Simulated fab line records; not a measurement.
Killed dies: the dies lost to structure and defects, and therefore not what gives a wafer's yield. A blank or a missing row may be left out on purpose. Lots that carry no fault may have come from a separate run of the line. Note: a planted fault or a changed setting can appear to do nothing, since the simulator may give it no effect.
Struck lot and sound lot, side by side	flow nand harc	18 out of 1302 route steps
Sound: wafers L239.3, L239.4, L239.6. Wafers struck: L245.2, L245.3, L245.4. The cause comes at the end.
Order at every step that has rows: each side's tool, ch and its chambers, its first start. Under that, the readings that differ: sound wafers	struck wafers	difference of the means	sigmas: that difference in standard deviations of wafers without a fault.
alike: words and numbers the same on both sides, and readings whose means are apart by under 2 such deviations; not compared: readings that were withheld, readings missing a value for some wafer, numbers with overlapping values and no deviation given by the record, and bounds like >300 which may hide the same value.
A row with sigmas, a row that says differs or no value, or rows on one side alone: a step with any of these is where the two part. Non-overlapping numbers with no deviation appear without sigmas and do not part them. A reading that every wafer of one side lacks parts them only if that side has two wafers or more.

first, 1 step without rows for these wafers: NHARC_P_ZERO_WELL_HARDBAKE_12 (time 65 s).
NHARC_P_ZERO_WELL_DESCUM_13: chemistry O2, time 3 s.
  sound on rie diel-11 ch 0,1,3, day 2 17:25; struck on rie diel-11 ch 0,1,3, day 5 05:23
  alike: drypump motor current A, oes product au, rf vpp V, showerhead plenum p Torr, throttle valve pct
  not compared: rf hours counter h
NHARC_P_ZERO_WELL_ETCH_65: etches the open film in N2/H2, target depth 80 nm, overetch 24 nm, time 87.88 s.
  sound on rie diel-11 ch 1,2,3, day 2 17:29; struck on rie diel-11 ch 1,2,3, day 5 05:32
  alike: drypump motor current A, oes product au, rf vpp V, showerhead plenum p Torr, throttle valve pct
  not compared: rf hours counter h
NHARC_P_ZERO_WELL_ETCH_62: etches the open film in CHF3/Ar, target depth 13 nm, time 6.5 s.
  sound: rie diel-11 ch 0,2; struck: rie diel-11 ch 1,2,3
  alike: drypump motor current A, oes product au, rf vpp V, showerhead plenum p Torr, throttle valve pct
  not compared: rf hours counter h
NHARC_P_ZERO_WELL_ETCH_63: etches the open film in HBr/Cl2, target depth 120 nm, time 40.1 s.
  sound on rie si-02 ch 0,1, day 2 17:40; struck on rie si-04 ch 0,2,3, day 5 05:42
  alike: drypump motor current A, mfc cl2 sccm, oes product au, throttle valve pct
  not compared: rf hours counter h
then, 7 steps without rows for these wafers: NHARC_P_ZERO_WELL_STRIP_15 (strips in SPM, time 900 s); NHARC_P_ZERO_WELL_DEHYDRATE_16 (time 120 s); NHARC_P_ZERO_WELL_HMDS_17 (time 30 s); NHARC_P_ZERO_WELL_COAT_18; NHARC_P_ZERO_WELL_SOFTBAKE_19 (time 95 s); NHARC_P_ZERO_WELL_EBR_20; NHARC_P_ZERO_WELL_EXPOSE_21 (exposes mask P NWELL, target cd 720 nm).
NHARC_P_ZERO_WELL_PEB_22: peb time 85 s.
  sound on litho track-05 ch 0, day 2 18:22; struck on litho track-05 ch 0, day 5 06:32
reading	sound	struck	difference	sigmas
heater power total W (W)	163.71 164.42 164.28	170.91 171.83 172.04	+7.46	+27
plate temp C (C)	118.09 117.97 118.19	121.94 122.03 122.17	+3.96	+33
  alike: exhaust pa
then, 1 step without rows for these wafers: NHARC_P_ZERO_WELL_DEVELOP_23 (time 70 s).
NHARC_P_ZERO_WELL_CD_MEAS_24: target cd 720 nm.
  sound on cd sem-03 ch 0, day 2 18:28; struck on cd sem-03 ch 0, day 5 06:38
reading	sound	struck	difference	sigmas
cd nm (nm)	718.0 717.9 717.0	724.8 722.9 724.7	+6.5	+4
then, 1 step without rows for these wafers: NHARC_P_ZERO_WELL_HARDBAKE_25 (time 80 s).
NHARC_P_ZERO_WELL_DESCUM_26: chemistry O2, time 3 s.
  sound on rie diel-08 ch 1,3, day 2 18:40; struck on rie diel-11 ch 1,2,3, day 5 06:48
reading	sound	struck	difference	sigmas
model.P_ZERO_WELL.cd nm (nm)	717.9 717.5 717	725.6 723 725	+7.1	
  alike: drypump motor current A, oes product au, rf vpp V, showerhead plenum p Torr, throttle valve pct
  not compared: rf hours counter h
next, for these wafers, 1 step has no rows: NHARC_P_ZERO_WELL_IMPLANT_27.

WHERE THEY PART
Earliest at NHARC_P_ZERO_WELL_PEB_22; latest, in this record, at NHARC_P_ZERO_WELL_CD_MEAS_24. Later steps at which nothing parts them and some readings are alike: NHARC_P_ZERO_WELL_DESCUM_26.

WHY: the cause the simulator had injected
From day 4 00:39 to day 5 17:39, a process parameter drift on litho track-05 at NHARC_P_ZERO_WELL_PEB_22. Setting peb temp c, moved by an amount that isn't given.
